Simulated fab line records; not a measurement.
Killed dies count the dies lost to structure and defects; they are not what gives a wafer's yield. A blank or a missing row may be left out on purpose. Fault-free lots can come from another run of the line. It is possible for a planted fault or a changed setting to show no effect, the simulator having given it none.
Matching of chambers / flow nand_harc / rie_diel-08 running NHARC_P_CONTACT_DESCUM_17: 4 sister chambers
The step chemistry O2, time 3 s. 14 wafers are shown with their chamber, then 7 later ones without.

## EACH WAFER AND ITS CHAMBER
wafer=L075.2; chamber=0; oes_product_au (a.u.)=1.004; rf_vpp_V (V)=58.2; throttle_valve_pct (%)=11.311
wafer=L075.4; chamber=3; oes_product_au (a.u.)=1.006; rf_vpp_V (V)=57.8; throttle_valve_pct (%)=11.312
wafer=L075.5; chamber=0; oes_product_au (a.u.)=0.993; rf_vpp_V (V)=57.9; throttle_valve_pct (%)=11.328
wafer=L085.1; chamber=2; oes_product_au (a.u.)=0.996; rf_vpp_V (V)=58.1; throttle_valve_pct (%)=11.336
wafer=L085.2; chamber=1; oes_product_au (a.u.)=1.011; rf_vpp_V (V)=57.6; throttle_valve_pct (%)=11.301
wafer=L085.6; chamber=1; oes_product_au (a.u.)=1.019; rf_vpp_V (V)=58.6; throttle_valve_pct (%)=11.315
wafer=L086.1; chamber=0; oes_product_au (a.u.)=0.997; rf_vpp_V (V)=56.8; throttle_valve_pct (%)=11.320
wafer=L086.3; chamber=3; oes_product_au (a.u.)=0.996; rf_vpp_V (V)=58.0; throttle_valve_pct (%)=11.329
wafer=L086.6; chamber=0; oes_product_au (a.u.)=0.995; rf_vpp_V (V)=57.6; throttle_valve_pct (%)=11.326
wafer=L088.1; chamber=2; oes_product_au (a.u.)=1.010; rf_vpp_V (V)=57.5; throttle_valve_pct (%)=11.299
wafer=L088.2; chamber=1; oes_product_au (a.u.)=1.021; rf_vpp_V (V)=57.7; throttle_valve_pct (%)=11.323
wafer=L088.4; chamber=0; oes_product_au (a.u.)=1.009; rf_vpp_V (V)=57.0; throttle_valve_pct (%)=11.306
wafer=L089.1; chamber=0; oes_product_au (a.u.)=0.992; rf_vpp_V (V)=56.0; throttle_valve_pct (%)=11.320
wafer=L089.2; chamber=3; oes_product_au (a.u.)=1.004; rf_vpp_V (V)=56.0; throttle_valve_pct (%)=11.319

SIGNATURES, as means of the wafers listed above
reading=oes_product_au; chamber 0=0.99833; chamber 1=1.01700; chamber 2=1.00300; chamber 3=1.00200; scatter within a chamber=0.00661
reading=rf_vpp_V; chamber 0=57.250; chamber 1=57.967; chamber 2=57.800; chamber 3=57.267; scatter within a chamber=0.806
reading=throttle_valve_pct; chamber 0=11.31850; chamber 1=11.31300; chamber 2=11.31750; chamber 3=11.32000; scatter within a chamber=0.012
Rule: for a wafer and a chamber, the distance is found by dividing, reading by reading, the gap between the wafer's reading and the chamber's mean by the reading's scatter, squaring, summing and taking the root. The wafer belongs to the nearest chamber; if the next one is less than 2 further off, it can't be placed. The scatter: the root of (the sum of the squares of (reading less its chamber's mean) over the shown wafers, divided by (wafers less chambers)).

## WAFERS WITH NO CHAMBER GIVEN
wafer=L089.5; oes_product_au (a.u.)=0.990; rf_vpp_V (V)=58.3; throttle_valve_pct (%)=11.306
wafer=L093.3; oes_product_au (a.u.)=1.008; rf_vpp_V (V)=58.0; throttle_valve_pct (%)=11.307
wafer=L093.5; oes_product_au (a.u.)=0.987; rf_vpp_V (V)=58.6; throttle_valve_pct (%)=11.313
wafer=L093.6; oes_product_au (a.u.)=0.985; rf_vpp_V (V)=56.6; throttle_valve_pct (%)=11.320
wafer=L095.2; oes_product_au (a.u.)=1.014; rf_vpp_V (V)=58.0; throttle_valve_pct (%)=11.305
wafer=L095.4; oes_product_au (a.u.)=1.000; rf_vpp_V (V)=57.6; throttle_valve_pct (%)=11.310
wafer=L095.5; oes_product_au (a.u.)=0.995; rf_vpp_V (V)=57.7; throttle_valve_pct (%)=11.310

## EACH ONE'S CHAMBER
wafer=L089.5; from the rows above=can't be placed: 0 or 2 or 3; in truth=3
wafer=L093.3; from the rows above=can't be placed: 2 or 1 or 3 or 0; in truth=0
wafer=L093.5; from the rows above=can't be placed: 0 or 2 or 3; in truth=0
wafer=L093.6; from the rows above=can't be placed: 0 or 3 or 2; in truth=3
wafer=L095.2; from the rows above=can't be placed: 1 or 2 or 3 or 0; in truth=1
wafer=L095.4; from the rows above=can't be placed: 2 or 0 or 3 or 1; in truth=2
wafer=L095.5; from the rows above=can't be placed: 0 or 2 or 3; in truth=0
Correctly placed: 0 of 7. Cannot be placed on the basis of these rows: 7; the candidates contain the true chamber in 7. Number placed wrongly: 0.
